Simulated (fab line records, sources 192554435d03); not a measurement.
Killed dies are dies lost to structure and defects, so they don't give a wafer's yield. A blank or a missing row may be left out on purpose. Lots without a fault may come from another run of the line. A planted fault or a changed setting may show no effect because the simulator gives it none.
Chamber matching | flow n5_finfet | N5_BEOL_M3_ALD_84 on ald_metal-01: 4 sister chambers
The step deposits TaN, pulse time 2 s, purge time 3 s, co reactant purge time 2 s. 8 wafers are shown with their chamber, then 10 later ones without.

WAFERS WITH THEIR CHAMBER
wafer  | chamber | heater_power_w (W)
L078.1 | 1       | 442
L083.2 | 0       | 443
L083.5 | 2       | 406
L086.1 | 0       | 438
L086.3 | 2       | 395
L086.5 | 3       | 376
L089.1 | 3       | 374
L089.2 | 1       | 447

WAFERS WITHOUT THEIR CHAMBER
wafer  | heater_power_w (W)
L089.5 | 376
L091.1 | 447
L091.2 | 385
L091.6 | 411
L095.1 | 443
L095.3 | 391
L095.6 | 448
L097.1 | 374
L097.3 | 434
L097.6 | 437

WHICH CHAMBER EACH WENT THROUGH
wafer  | from the rows above     | in truth
L089.5 | 3                       | 3
L091.1 | can't be placed: 1 or 0 | 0
L091.2 | can't be placed: 3 or 2 | 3
L091.6 | 2                       | 2
L095.1 | can't be placed: 1 or 0 | 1
L095.3 | can't be placed: 2 or 3 | 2
L095.6 | can't be placed: 1 or 0 | 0
L097.1 | 3                       | 3
L097.3 | can't be placed: 0 or 1 | 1
L097.6 | can't be placed: 0 or 1 | 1
Placed correctly: 3 of 10. Can't be placed from these rows: 7 (the true chamber is among the candidates in 7). Placed wrongly: 0.
How it was worked out, from the rows above alone: a wafer's distance from a chamber is the root of the sum, over the readings, of the square of ((its reading less the chamber's mean) divided by the reading's scatter). The wafer belongs to the nearest chamber; if the next one is less than 2 further off, it can't be placed. A chamber's mean is the mean of its shown wafers. The scatter: the root of (the sum of the squares of (reading less its chamber's mean) over the shown wafers, divided by (wafers less chambers)).
